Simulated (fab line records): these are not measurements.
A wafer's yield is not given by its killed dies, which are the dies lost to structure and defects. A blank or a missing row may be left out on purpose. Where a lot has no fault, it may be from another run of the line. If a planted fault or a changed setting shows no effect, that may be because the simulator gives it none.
fab line records :: flow n5Finfet :: part 2 of 2: steps 21 to 27 of 27
record:
  lots: 5
  wafers: 15
  lastDay: 17
route steps=1938 shown BEOL_M12@1617
lots untouched by any fault: they come from a run of this same line in which no faults occurred
startH: start of the lot's first displayed wafer, in hours after the record's first day :: waitH: hours since the lot's step before :: " as in the row above :: L1.1+2: several wafers, shown together as one row :: - no value present, or no start provided :: * or withheld: withheld :: < > ~ a bound
route shown NAME@n: NAME is a module with steps in the file, n the number in the route of the first one :: usual: mean and standard deviation over wafers with no fault :: same: alike in all rows :: chamber/n: place in a boat :: sites: the reading at each site :: _std_site: the standard deviation of these :: _edge_site: outer sites' mean less inner sites' :: radiusMm: how far each site lies from the wafer's centre :: mask NAME#n: copy n :: behind: tool/chamber where the wafer was last shaped :: hold: cause of the lot's hold/its duration in hours/its outcome :: device: names the non-switching transistor (n, p or np) :: end of line: the same wafers' tests at the end of the route :: for a step that has no rows: nothing shown but its recipe :: killed: count of dies lost to structure and defects at first sort (not the wafer's yield) :: map: a wafer's dies, x killed, . not, _ none there
set.NAME: the setting the step ran with; set.NAME@STEP: the setting that earlier step ran with :: model.NAME: the simulator's own value behind a step, which no gauge read
lots at selected steps of the route; one table per step, one row per wafer
services: a tool's chamber out of use, with start hour (startH, from the record's first day; less than 0 if before it), hours out, and reason
== steps ==
step: N5_BEOL_M12_ETCH_68
recipe:
  chemistry: N2/H2
  target: SOC
  maskMaterial: SiARC
  sourceW: 3000
  biasW: 350
  tempC: 40
  timeS: 285
  ionEnergyEv: 200
  pressureMtorr: 30
  n2FlowSccm: 200
  h2FlowSccm: 200
usual:
  drypumpMotorCurrentA: 5.7/0.48
  h2FlowSccm: 200.0/0.66
  oesProductAu: 0.81/0.073
  rfFwdPowerW: 2995/10
  rfVppV: 523.4/2.8
  showerheadPlenumPTorr: 2.53/0.094
  throttleValvePct: 17.77/0.28
lot.wafer: L084.4
tool: rieDiel-02
chamber: 2
startH: 279.14
waitH: 0.1
drypumpMotorCurrentA: 5.8
h2FlowSccm: 199.7
oesProductAu: 0.83
rfFwdPowerW: 2999
rfHoursCounterH: 59
rfVppV: 524.7
showerheadPlenumPTorr: 2.60
throttleValvePct: 17.75

lot.wafer: L084.5
tool: rieDiel-02
chamber: 1
startH: 279.14
waitH: 0.1
drypumpMotorCurrentA: 6.3
h2FlowSccm: 200.1
oesProductAu: 0.74
rfFwdPowerW: 3020
rfHoursCounterH: -
rfVppV: 519.9
showerheadPlenumPTorr: 2.43
throttleValvePct: 17.64

lot.wafer: L084.6
tool: rieDiel-02
chamber: 0
startH: 279.14
waitH: 0.1
drypumpMotorCurrentA: 5.5
h2FlowSccm: 199.4
oesProductAu: 0.84
rfFwdPowerW: 2989
rfHoursCounterH: -
rfVppV: 529.4
showerheadPlenumPTorr: 2.69
throttleValvePct: 17.81

lot.wafer: L086.1
tool: rieDiel-01
chamber: 1
startH: 316.06
waitH: 0.1
drypumpMotorCurrentA: 5.0
h2FlowSccm: 200.9
oesProductAu: 0.69
rfFwdPowerW: 2980
rfHoursCounterH: 230
rfVppV: 520.7
showerheadPlenumPTorr: 2.42
throttleValvePct: 18.44

lot.wafer: L086.2
tool: rieDiel-01
chamber: 3
startH: 316.06
waitH: 0.1
drypumpMotorCurrentA: 5.4
h2FlowSccm: 199.5
oesProductAu: 0.84
rfFwdPowerW: 3007
rfHoursCounterH: 76
rfVppV: 520.6
showerheadPlenumPTorr: 2.44
throttleValvePct: 17.62

lot.wafer: L086.5
tool: rieDiel-01
chamber: 3
startH: 316.06
waitH: 0.1
drypumpMotorCurrentA: 5.4
h2FlowSccm: 200.1
oesProductAu: 0.83
rfFwdPowerW: 2987
rfHoursCounterH: -
rfVppV: 521.3
showerheadPlenumPTorr: 2.44
throttleValvePct: 17.61

lot.wafer: L092.3
tool: rieDiel-02
chamber: 1
startH: 349.38
waitH: 0.1
drypumpMotorCurrentA: 6.4
h2FlowSccm: 199.5
oesProductAu: 0.72
rfFwdPowerW: 2982
rfHoursCounterH: 209
rfVppV: 519.9
showerheadPlenumPTorr: 2.42
throttleValvePct: 17.66

lot.wafer: L092.4
tool: rieDiel-02
chamber: 0
startH: 349.38
waitH: 0.1
drypumpMotorCurrentA: 5.5
h2FlowSccm: 200.7
oesProductAu: 0.80
rfFwdPowerW: 3003
rfHoursCounterH: 98
rfVppV: 527.9
showerheadPlenumPTorr: 2.68
throttleValvePct: 17.83

lot.wafer: L092.6
tool: rieDiel-02
chamber: 0
startH: 349.38
waitH: 0.1
drypumpMotorCurrentA: 5.5
h2FlowSccm: 201.4
oesProductAu: 0.79
rfFwdPowerW: 2993
rfHoursCounterH: -
rfVppV: 527.4
showerheadPlenumPTorr: 2.68
throttleValvePct: 17.84

lot.wafer: L095.4
tool: rieDiel-02
chamber: 3
startH: 353.68
waitH: 0.1
drypumpMotorCurrentA: 6.1
h2FlowSccm: 199.3
oesProductAu: 0.85
rfFwdPowerW: 2985
rfHoursCounterH: 66
rfVppV: 522.0
showerheadPlenumPTorr: 2.45
throttleValvePct: 17.67

lot.wafer: L095.5
tool: rieDiel-02
chamber: 3
startH: 353.68
waitH: 0.1
drypumpMotorCurrentA: 6.1
h2FlowSccm: 199.2
oesProductAu: 0.86
rfFwdPowerW: 2981
rfHoursCounterH: -
rfVppV: 521.6
showerheadPlenumPTorr: 2.45
throttleValvePct: 17.66

lot.wafer: L095.6
tool: rieDiel-02
chamber: 0
startH: 353.68
waitH: 0.1
drypumpMotorCurrentA: 5.5
h2FlowSccm: 200.9
oesProductAu: 0.81
rfFwdPowerW: 2987
rfHoursCounterH: -
rfVppV: 527.6
showerheadPlenumPTorr: 2.68
throttleValvePct: 17.84

lot.wafer: L096.2
tool: rieDiel-01
chamber: 2
startH: 361.71
waitH: 0.1
drypumpMotorCurrentA: 6.2
h2FlowSccm: 200.9
oesProductAu: 0.83
rfFwdPowerW: 3010
rfHoursCounterH: 74
rfVppV: 524.2
showerheadPlenumPTorr: 2.57
throttleValvePct: 17.67

lot.wafer: L096.3
tool: rieDiel-01
chamber: 3
startH: 361.71
waitH: 0.1
drypumpMotorCurrentA: 5.4
h2FlowSccm: 199.7
oesProductAu: 0.81
rfFwdPowerW: 2993
rfHoursCounterH: 94
rfVppV: 521.9
showerheadPlenumPTorr: 2.44
throttleValvePct: 17.64

lot.wafer: L096.6
tool: rieDiel-01
chamber: 3
startH: 361.71
waitH: 0.1
drypumpMotorCurrentA: 5.4
h2FlowSccm: 199.6
oesProductAu: 0.81
rfFwdPowerW: 2989
rfHoursCounterH: -
rfVppV: 522.4
showerheadPlenumPTorr: 2.44
throttleValvePct: 17.64
step: N5_BEOL_M12_STRIP_69
recipe:
  chemistry: N2/H2
  tempC: 40
  n2FlowSccm: 200
  h2FlowSccm: 200
  rfFrequencyHz: 6e+07
lot.wafer: L084.4+5+6
tool: rieDiel-02
chamber: 2,1,0
startH: 279.31
waitH: 0.1

lot.wafer: L086.1+2+5
tool: rieDiel-01
chamber: 1,3,3
startH: 316.23
waitH: 0.1

lot.wafer: L092.3+4+6
tool: rieDiel-02
chamber: 1,0,0
startH: 349.56
waitH: 0.1

lot.wafer: L095.4+5+6
tool: rieDiel-02
chamber: 3,3,0
startH: 353.85
waitH: 0.1

lot.wafer: L096.2+3+6
tool: rieDiel-01
chamber: 2,3,3
startH: 361.88
waitH: 0.1
step: N5_BEOL_M12_TRENCH_ETCH_34
recipe:
  chemistry: C4F8/O2/Ar
  target: SiOC
  targetDepthA: 3189.5
  maskMaterial: SOC
  pressureMtorr: 30
  sourceW: 3000
  biasW: 700
  Ar_flow_sccm: 400
  C4F8_flow_sccm: 15
  O2_flow_sccm: 8
  heInnerTorr: 15
  heOuterTorr: 30
  timeS: 125.5
  ionEnergyEv: 250
usual:
  drypumpMotorCurrentA: 5.7/0.48
  heOuterTorr: 29.99/0.057
  mfcArSccm: 400.0/1.2
  oesProductAu: 0.81/0.073
  rfFwdPowerW: 2991/9.6
  rfVppV: 665/3.4
  showerheadPlenumPTorr: 3.40/0.12
  throttleValvePct: 24.24/0.24
lot.wafer: L084.4
tool: rieDiel-02
chamber: 2
startH: 279.32
waitH: 0.0
drypumpMotorCurrentA: 5.8
heOuterTorr: 30.00
mfcArSccm: 400.5
oesProductAu: 0.83
rfFwdPowerW: 2979
rfHoursCounterH: 59
rfVppV: 666
showerheadPlenumPTorr: 3.48
throttleValvePct: 24.18

lot.wafer: L084.5
tool: rieDiel-02
chamber: 1
startH: 279.32
waitH: 0.0
drypumpMotorCurrentA: 6.4
heOuterTorr: 29.98
mfcArSccm: 397.4
oesProductAu: 0.74
rfFwdPowerW: 3006
rfHoursCounterH: -
rfVppV: 661
showerheadPlenumPTorr: 3.30
throttleValvePct: 24.13

lot.wafer: L084.6
tool: rieDiel-02
chamber: 0
startH: 279.32
waitH: 0.0
drypumpMotorCurrentA: 5.5
heOuterTorr: 29.93
mfcArSccm: 399.6
oesProductAu: 0.83
rfFwdPowerW: 2980
rfHoursCounterH: -
rfVppV: 671
showerheadPlenumPTorr: 3.63
throttleValvePct: 24.34

lot.wafer: L086.1
tool: rieDiel-01
chamber: 1
startH: 316.24
waitH: 0.0
drypumpMotorCurrentA: 5.0
heOuterTorr: 29.99
mfcArSccm: 399.1
oesProductAu: 0.68
rfFwdPowerW: 2984
rfHoursCounterH: 230
rfVppV: 661
showerheadPlenumPTorr: 3.26
throttleValvePct: 24.74

lot.wafer: L086.2
tool: rieDiel-01
chamber: 3
startH: 316.24
waitH: 0.0
drypumpMotorCurrentA: 5.4
heOuterTorr: 30.02
mfcArSccm: 401.0
oesProductAu: 0.83
rfFwdPowerW: 2993
rfHoursCounterH: 77
rfVppV: 663
showerheadPlenumPTorr: 3.32
throttleValvePct: 24.11

lot.wafer: L086.5
tool: rieDiel-01
chamber: 3
startH: 316.24
waitH: 0.0
drypumpMotorCurrentA: 5.4
heOuterTorr: 29.99
mfcArSccm: 400.2
oesProductAu: 0.82
rfFwdPowerW: 2981
rfHoursCounterH: -
rfVppV: 662
showerheadPlenumPTorr: 3.32
throttleValvePct: 24.13

lot.wafer: L092.3
tool: rieDiel-02
chamber: 1
startH: 349.57
waitH: 0.0
drypumpMotorCurrentA: 6.3
heOuterTorr: 29.95
mfcArSccm: 397.6
oesProductAu: 0.73
rfFwdPowerW: 2980
rfHoursCounterH: 209
rfVppV: 663
showerheadPlenumPTorr: 3.29
throttleValvePct: 24.15

lot.wafer: L092.4
tool: rieDiel-02
chamber: 0
startH: 349.57
waitH: 0.0
drypumpMotorCurrentA: 5.5
heOuterTorr: 30.05
mfcArSccm: 399.6
oesProductAu: 0.82
rfFwdPowerW: 2967
rfHoursCounterH: 98
rfVppV: 670
showerheadPlenumPTorr: 3.62
throttleValvePct: 24.37

lot.wafer: L092.6
tool: rieDiel-02
chamber: 0
startH: 349.57
waitH: 0.0
drypumpMotorCurrentA: 5.5
heOuterTorr: 29.96
mfcArSccm: 398.4
oesProductAu: 0.82
rfFwdPowerW: 2971
rfHoursCounterH: -
rfVppV: 670
showerheadPlenumPTorr: 3.62
throttleValvePct: 24.37

lot.wafer: L095.4
tool: rieDiel-02
chamber: 3
startH: 353.86
waitH: 0.0
drypumpMotorCurrentA: 6.2
heOuterTorr: 30.03
mfcArSccm: 399.8
oesProductAu: 0.85
rfFwdPowerW: 2974
rfHoursCounterH: 67
rfVppV: 662
showerheadPlenumPTorr: 3.33
throttleValvePct: 24.26

lot.wafer: L095.5
tool: rieDiel-02
chamber: 3
startH: 353.86
waitH: 0.0
drypumpMotorCurrentA: 6.1
heOuterTorr: 30.03
mfcArSccm: 401.5
oesProductAu: 0.85
rfFwdPowerW: 2973
rfHoursCounterH: -
rfVppV: 662
showerheadPlenumPTorr: 3.33
throttleValvePct: 24.26

lot.wafer: L095.6
tool: rieDiel-02
chamber: 0
startH: 353.86
waitH: 0.0
drypumpMotorCurrentA: 5.6
heOuterTorr: 30.03
mfcArSccm: 399.7
oesProductAu: 0.81
rfFwdPowerW: 2990
rfHoursCounterH: -
rfVppV: 670
showerheadPlenumPTorr: 3.62
throttleValvePct: 24.37

lot.wafer: L096.2
tool: rieDiel-01
chamber: 2
startH: 361.89
waitH: 0.0
drypumpMotorCurrentA: 6.2
heOuterTorr: 29.95
mfcArSccm: 398.9
oesProductAu: 0.83
rfFwdPowerW: 3002
rfHoursCounterH: 75
rfVppV: 667
showerheadPlenumPTorr: 3.47
throttleValvePct: 24.22

lot.wafer: L096.3
tool: rieDiel-01
chamber: 3
startH: 361.89
waitH: 0.0
drypumpMotorCurrentA: 5.4
heOuterTorr: 30.08
mfcArSccm: 399.5
oesProductAu: 0.82
rfFwdPowerW: 2999
rfHoursCounterH: 95
rfVppV: 663
showerheadPlenumPTorr: 3.31
throttleValvePct: 24.15

lot.wafer: L096.6
tool: rieDiel-01
chamber: 3
startH: 361.89
waitH: 0.0
drypumpMotorCurrentA: 5.4
heOuterTorr: 30.08
mfcArSccm: 399.3
oesProductAu: 0.82
rfFwdPowerW: 2991
rfHoursCounterH: -
rfVppV: 661
showerheadPlenumPTorr: 3.31
throttleValvePct: 24.15
step: N5_BEOL_M12_STRIP_70
recipe:
  chemistry: C4F8/O2/Ar
  resist: SiARC
  rfFrequencyHz: 6e+07
lot.wafer: L084.4+5+6
tool: rieDiel-02
chamber: 2,1,0
startH: 279.43
waitH: 0.1

lot.wafer: L086.1+2+5
tool: rieDiel-01
chamber: 1,3,3
startH: 316.36
waitH: 0.1

lot.wafer: L092.3+4+6
tool: rieDiel-02
chamber: 1,0,0
startH: 349.68
waitH: 0.1

lot.wafer: L095.4+5+6
tool: rieDiel-02
chamber: 3,3,0
startH: 353.97
waitH: 0.1

lot.wafer: L096.2+3+6
tool: rieDiel-01
chamber: 2,3,3
startH: 362.00
waitH: 0.1
step: N5_BEOL_M12_OCD_MEAS_35
usual:
  trenchDepthNm: 321/4.7
lot.wafer: L084.4
tool: ocd-02
chamber: -
startH: 279.48
waitH: 0.0
trenchDepthNm: 317

lot.wafer: L084.5
tool: ocd-02
chamber: -
startH: 279.48
waitH: 0.0
trenchDepthNm: 314

lot.wafer: L084.6
tool: ocd-02
chamber: -
startH: 279.48
waitH: 0.0
trenchDepthNm: 320

lot.wafer: L086.1
tool: ocd-01
chamber: -
startH: 316.40
waitH: 0.0
trenchDepthNm: 307

lot.wafer: L086.2
tool: ocd-01
chamber: -
startH: 316.40
waitH: 0.0
trenchDepthNm: 316

lot.wafer: L086.5
tool: ocd-01
chamber: -
startH: 316.40
waitH: 0.0
trenchDepthNm: 312

lot.wafer: L092.3
tool: ocd-01
chamber: -
startH: 349.72
waitH: 0.0
trenchDepthNm: 316

lot.wafer: L092.4
tool: ocd-01
chamber: -
startH: 349.72
waitH: 0.0
trenchDepthNm: 322

lot.wafer: L092.6
tool: ocd-01
chamber: -
startH: 349.72
waitH: 0.0
trenchDepthNm: 321

lot.wafer: L095.4
tool: ocd-01
chamber: -
startH: 354.02
waitH: 0.0
trenchDepthNm: 324

lot.wafer: L095.5
tool: ocd-01
chamber: -
startH: 354.02
waitH: 0.0
trenchDepthNm: 324

lot.wafer: L095.6
tool: ocd-01
chamber: -
startH: 354.02
waitH: 0.0
trenchDepthNm: 321

lot.wafer: L096.2
tool: ocd-01
chamber: -
startH: 362.04
waitH: 0.0
trenchDepthNm: 318

lot.wafer: L096.3
tool: ocd-01
chamber: -
startH: 362.04
waitH: 0.0
trenchDepthNm: 321

lot.wafer: L096.6
tool: ocd-01
chamber: -
startH: 362.04
waitH: 0.0
trenchDepthNm: 319
step: N5_BEOL_M12_STRIP_37
recipe:
  chemistry: N2/H2
  powerW: 1000
  tempC: 250
  h2Frac: 0.65
  overashFraction: 0.3
  pressureMtorr: withheld
  n2FlowSccm: 1750
  h2FlowSccm: 3250
usual:
  drypumpMotorCurrentA: 5.8/0.52
  h2FlowSccm: 3252/11
  heaterPowerW: 356/24
  oesProductAu: 0.791/0.0095
lot.wafer: L084.4
tool: plasmaAsher-01
chamber: 0
startH: 279.53
waitH: 0.1
drypumpMotorCurrentA: 5.0
h2FlowSccm: 3274
heaterPowerW: 352
oesProductAu: 0.798
rfHoursCounterH: -

lot.wafer: L084.5
tool: plasmaAsher-01
chamber: 0
startH: 279.53
waitH: 0.1
drypumpMotorCurrentA: 5.0
h2FlowSccm: 3263
heaterPowerW: 362
oesProductAu: 0.796
rfHoursCounterH: -

lot.wafer: L084.6
tool: plasmaAsher-01
chamber: 1
startH: 279.53
waitH: 0.1
drypumpMotorCurrentA: 6.4
h2FlowSccm: 3251
heaterPowerW: 366
oesProductAu: 0.786
rfHoursCounterH: -

lot.wafer: L086.1
tool: plasmaAsher-02
chamber: 0
startH: 316.43
waitH: 0.0
drypumpMotorCurrentA: 5.8
h2FlowSccm: 3281
heaterPowerW: 373
oesProductAu: 0.795
rfHoursCounterH: 135

lot.wafer: L086.2
tool: plasmaAsher-02
chamber: 1
startH: 316.43
waitH: 0.0
drypumpMotorCurrentA: 5.9
h2FlowSccm: 3266
heaterPowerW: 328
oesProductAu: 0.805
rfHoursCounterH: 135

lot.wafer: L086.5
tool: plasmaAsher-02
chamber: 0
startH: 316.43
waitH: 0.0
drypumpMotorCurrentA: 5.8
h2FlowSccm: 3266
heaterPowerW: 391
oesProductAu: 0.784
rfHoursCounterH: -

lot.wafer: L092.3
tool: plasmaAsher-02
chamber: 0
startH: 349.78
waitH: 0.1
drypumpMotorCurrentA: 5.9
h2FlowSccm: 3262
heaterPowerW: 383
oesProductAu: 0.787
rfHoursCounterH: -

lot.wafer: L092.4
tool: plasmaAsher-02
chamber: 1
startH: 349.78
waitH: 0.1
drypumpMotorCurrentA: 5.9
h2FlowSccm: 3249
heaterPowerW: 318
oesProductAu: 0.792
rfHoursCounterH: -

lot.wafer: L092.6
tool: plasmaAsher-02
chamber: 0
startH: 349.78
waitH: 0.1
drypumpMotorCurrentA: 5.8
h2FlowSccm: 3267
heaterPowerW: 389
oesProductAu: 0.781
rfHoursCounterH: -

lot.wafer: L095.4
tool: plasmaAsher-02
chamber: 1
startH: 354.07
waitH: 0.1
drypumpMotorCurrentA: 5.9
h2FlowSccm: 3232
heaterPowerW: 316
oesProductAu: 0.790
rfHoursCounterH: -

lot.wafer: L095.5
tool: plasmaAsher-02
chamber: 1
startH: 354.07
waitH: 0.1
drypumpMotorCurrentA: 5.9
h2FlowSccm: 3250
heaterPowerW: 307
oesProductAu: 0.791
rfHoursCounterH: -

lot.wafer: L095.6
tool: plasmaAsher-02
chamber: 0
startH: 354.07
waitH: 0.1
drypumpMotorCurrentA: 5.8
h2FlowSccm: 3262
heaterPowerW: 391
oesProductAu: 0.778
rfHoursCounterH: -

lot.wafer: L096.2
tool: plasmaAsher-01
chamber: 0
startH: 362.08
waitH: 0.0
drypumpMotorCurrentA: 5.0
h2FlowSccm: 3243
heaterPowerW: 367
oesProductAu: 0.793
rfHoursCounterH: 93

lot.wafer: L096.3
tool: plasmaAsher-01
chamber: 0
startH: 362.08
waitH: 0.0
drypumpMotorCurrentA: 5.0
h2FlowSccm: 3238
heaterPowerW: 353
oesProductAu: 0.792
rfHoursCounterH: -

lot.wafer: L096.6
tool: plasmaAsher-01
chamber: 1
startH: 362.08
waitH: 0.0
drypumpMotorCurrentA: 6.4
h2FlowSccm: 3249
heaterPowerW: 353
oesProductAu: 0.804
rfHoursCounterH: -
step: N5_BEOL_M12_ETCH_38
recipe:
  chemistry: CF4/N2
  target: SiCN
  targetDepthA: 687
  taperDeg: 2
  timeS: 73.4
  ionEnergyEv: 150
  maskMaterial: SiO2
  pressureMtorr: 40
  sourceW: 430
  biasW: 70
  Ar_flow_sccm: 100
  cf4FlowSccm: 60
  n2FlowSccm: 60
usual:
  drypumpMotorCurrentA: 5.7/0.49
  mfcArSccm: 99.98/0.29
  oesProductAu: 0.82/0.074
  rfFwdPowerW: 428.5/1.3
  rfVppV: 382.1/2
  showerheadPlenumPTorr: 2.20/0.077
  throttleValvePct: 15.42/0.2
lot.wafer: L084.4
tool: rieDiel-01
chamber: 1
startH: 281.15
waitH: -
drypumpMotorCurrentA: 5.0
mfcArSccm: 99.90
oesProductAu: 0.70
rfFwdPowerW: 427.1
rfHoursCounterH: 217
rfVppV: 380.7
showerheadPlenumPTorr: 2.10
throttleValvePct: 15.93

lot.wafer: L084.5
tool: rieDiel-01
chamber: 0
startH: 281.15
waitH: -
drypumpMotorCurrentA: 4.7
mfcArSccm: 100.29
oesProductAu: 0.70
rfFwdPowerW: 426.2
rfHoursCounterH: -
rfVppV: 381.1
showerheadPlenumPTorr: 2.17
throttleValvePct: 15.49

lot.wafer: L084.6
tool: rieDiel-01
chamber: 3
startH: 281.15
waitH: -
drypumpMotorCurrentA: 5.4
mfcArSccm: 99.97
oesProductAu: 0.85
rfFwdPowerW: 428.3
rfHoursCounterH: -
rfVppV: 380.7
showerheadPlenumPTorr: 2.14
throttleValvePct: 15.22

lot.wafer: L086.1
tool: rieDiel-06
chamber: 3
startH: 317.70
waitH: -
drypumpMotorCurrentA: 5.6
mfcArSccm: 99.94
oesProductAu: 0.78
rfFwdPowerW: 427.6
rfHoursCounterH: 135
rfVppV: 379.7
showerheadPlenumPTorr: 2.12
throttleValvePct: 15.60

lot.wafer: L086.2
tool: rieDiel-06
chamber: 1
startH: 317.70
waitH: -
drypumpMotorCurrentA: 6.3
mfcArSccm: 100.00
oesProductAu: 0.87
rfFwdPowerW: 428.6
rfHoursCounterH: 61
rfVppV: 380.5
showerheadPlenumPTorr: 2.15
throttleValvePct: 15.25

lot.wafer: L086.5
tool: rieDiel-06
chamber: 1
startH: 317.70
waitH: -
drypumpMotorCurrentA: 6.3
mfcArSccm: 99.94
oesProductAu: 0.87
rfFwdPowerW: 431.3
rfHoursCounterH: -
rfVppV: 379.8
showerheadPlenumPTorr: 2.15
throttleValvePct: 15.23

lot.wafer: L092.3
tool: rieDiel-06
chamber: 1
startH: 351.30
waitH: -
drypumpMotorCurrentA: 6.2
mfcArSccm: 100.34
oesProductAu: 0.85
rfFwdPowerW: 429.5
rfHoursCounterH: 74
rfVppV: 381.2
showerheadPlenumPTorr: 2.14
throttleValvePct: 15.27

lot.wafer: L092.4
tool: rieDiel-06
chamber: 2
startH: 351.30
waitH: -
drypumpMotorCurrentA: 5.6
mfcArSccm: 99.37
oesProductAu: 0.96
rfFwdPowerW: 427.2
rfHoursCounterH: 5
rfVppV: 384.1
showerheadPlenumPTorr: 2.25
throttleValvePct: 15.45

lot.wafer: L092.6
tool: rieDiel-06
chamber: 3
startH: 351.30
waitH: -
drypumpMotorCurrentA: 5.6
mfcArSccm: 99.90
oesProductAu: 0.76
rfFwdPowerW: 430.3
rfHoursCounterH: -
rfVppV: 380.0
showerheadPlenumPTorr: 2.12
throttleValvePct: 15.61

lot.wafer: L095.4
tool: rieDiel-01
chamber: 2
startH: 354.13
waitH: -
drypumpMotorCurrentA: 6.2
mfcArSccm: 100.08
oesProductAu: 0.83
rfFwdPowerW: 428.3
rfHoursCounterH: 71
rfVppV: 383.2
showerheadPlenumPTorr: 2.24
throttleValvePct: 15.38

lot.wafer: L095.5
tool: rieDiel-01
chamber: 1
startH: 354.13
waitH: -
drypumpMotorCurrentA: 5.0
mfcArSccm: 99.94
oesProductAu: 0.69
rfFwdPowerW: 427.0
rfHoursCounterH: -
rfVppV: 380.4
showerheadPlenumPTorr: 2.09
throttleValvePct: 16.00

lot.wafer: L095.6
tool: rieDiel-01
chamber: 2
startH: 354.13
waitH: -
drypumpMotorCurrentA: 6.2
mfcArSccm: 100.00
oesProductAu: 0.82
rfFwdPowerW: 428.8
rfHoursCounterH: -
rfVppV: 383.4
showerheadPlenumPTorr: 2.24
throttleValvePct: 15.37

lot.wafer: L096.2
tool: rieDiel-02
chamber: 2
startH: 362.40
waitH: -
drypumpMotorCurrentA: 5.8
mfcArSccm: 99.95
oesProductAu: 0.83
rfFwdPowerW: 426.3
rfHoursCounterH: 82
rfVppV: 383.4
showerheadPlenumPTorr: 2.24
throttleValvePct: 15.42

lot.wafer: L096.3
tool: rieDiel-02
chamber: 1
startH: 362.40
waitH: -
drypumpMotorCurrentA: 6.4
mfcArSccm: 99.64
oesProductAu: 0.72
rfFwdPowerW: 426.8
rfHoursCounterH: 213
rfVppV: 379.2
showerheadPlenumPTorr: 2.11
throttleValvePct: 15.47

lot.wafer: L096.6
tool: rieDiel-02
chamber: 1
startH: 362.40
waitH: -
drypumpMotorCurrentA: 6.4
mfcArSccm: 99.99
oesProductAu: 0.73
rfFwdPowerW: 427.0
rfHoursCounterH: -
rfVppV: 380.3
showerheadPlenumPTorr: 2.11
throttleValvePct: 15.48
== services ==
tool: krfScanner-01
chamber: 0
startH: 263.17
hours: -
kind: calibration

tool: krfScanner-01
chamber: -
startH: 267.78
hours: 1.0
kind: pm

tool: rieDiel-01
chamber: 2
startH: 299.37
hours: 5.1
kind: repair

tool: rieDiel-01
chamber: 0
startH: 304.44
hours: -
kind: clean

tool: rieDiel-01
chamber: 0
startH: 304.44
hours: -
kind: consumableReplace:focusRing

tool: rieDiel-01
chamber: 0
startH: 304.44
hours: 18.2
kind: scheduledDown

tool: rieDiel-01
chamber: 0
startH: 304.44
hours: 18.2
kind: ventCycle

tool: krfScanner-02
chamber: -
startH: 304.99
hours: 0.8
kind: pm

tool: rieDiel-01
chamber: -
startH: 311.59
hours: 0.2
kind: repair

tool: rieDiel-06
chamber: 2
startH: 312.32
hours: -
kind: clean

tool: rieDiel-06
chamber: 2
startH: 312.32
hours: -
kind: consumableReplace:focusRing

tool: rieDiel-06
chamber: 2
startH: 312.32
hours: 23.8
kind: scheduledDown

tool: rieDiel-06
chamber: 2
startH: 312.32
hours: 23.8
kind: ventCycle

tool: krfScanner-01
chamber: -
startH: 332.69
hours: 7.2
kind: pm

tool: rieDiel-02
chamber: 2
startH: 343.93
hours: 4.8
kind: repair

tool: krfScanner-02
chamber: -
startH: 346.22
hours: 1.0
kind: pm

tool: krfScanner-01
chamber: -
startH: 354.59
hours: 1.3
kind: pm
